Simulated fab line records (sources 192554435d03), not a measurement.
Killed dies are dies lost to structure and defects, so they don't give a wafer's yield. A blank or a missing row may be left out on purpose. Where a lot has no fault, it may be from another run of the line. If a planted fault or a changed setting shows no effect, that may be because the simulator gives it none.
Matching of chambers | flow n5Finfet | rieDiel-03 running N5_BEOL_M8_ETCH_72: 4 sister chambers
The step etches underlayer in N2/H2, target depth 6.5 nm, time 5.2 s. 7 wafers are shown with their chamber, then 8 later ones without.

WAFERS WITH THEIR CHAMBER
wafer  | chamber | drypumpMotorCurrentA (A) | showerheadPlenumPTorr (Torr)
L080.2 | 2       | 5.71                     | 2.56
L080.6 | 2       | 5.70                     | 2.56
L081.3 | 3       | 5.91                     | 2.52
L081.4 | 1       | 5.20                     | 2.41
L082.3 | 3       | 5.95                     | 2.52
L082.6 | 0       | 5.09                     | 2.61
L093.3 | 0       | 5.10                     | 2.60

WAFERS WITHOUT THEIR CHAMBER
wafer  | drypumpMotorCurrentA (A) | showerheadPlenumPTorr (Torr)
L093.5 | 5.92                     | 2.51
L093.6 | 5.08                     | 2.60
L095.1 | 5.09                     | 2.60
L095.2 | 5.24                     | 2.40
L095.4 | 5.87                     | 2.51
L096.1 | 5.70                     | 2.54
L096.5 | 5.23                     | 2.40
L096.6 | 5.70                     | 2.54

CHAMBER TAKEN BY EACH
wafer  | from the rows above | in truth
L093.5 | 3                   | 3
L093.6 | 0                   | 0
L095.1 | 0                   | 0
L095.2 | 1                   | 1
L095.4 | 3                   | 3
L096.1 | 2                   | 2
L096.5 | 1                   | 1
L096.6 | 2                   | 2
Correctly placed: 8 of 8. Can't be placed from these rows: 0. Wrongly placed: 0.
How it was worked out, from the rows above alone: a wafer's distance from a chamber is the root of the sum, over the readings, of the square of ((its reading less the chamber's mean) divided by the reading's scatter). The wafer belongs to the nearest chamber; if the next one is less than 2 further off, it can't be placed. The mean given for a chamber averages the wafers shown for that chamber. How the scatter is found: for the shown wafers, subtract from each reading the mean of its chamber, square and add these, divide the total by (wafers less chambers), then take the root.
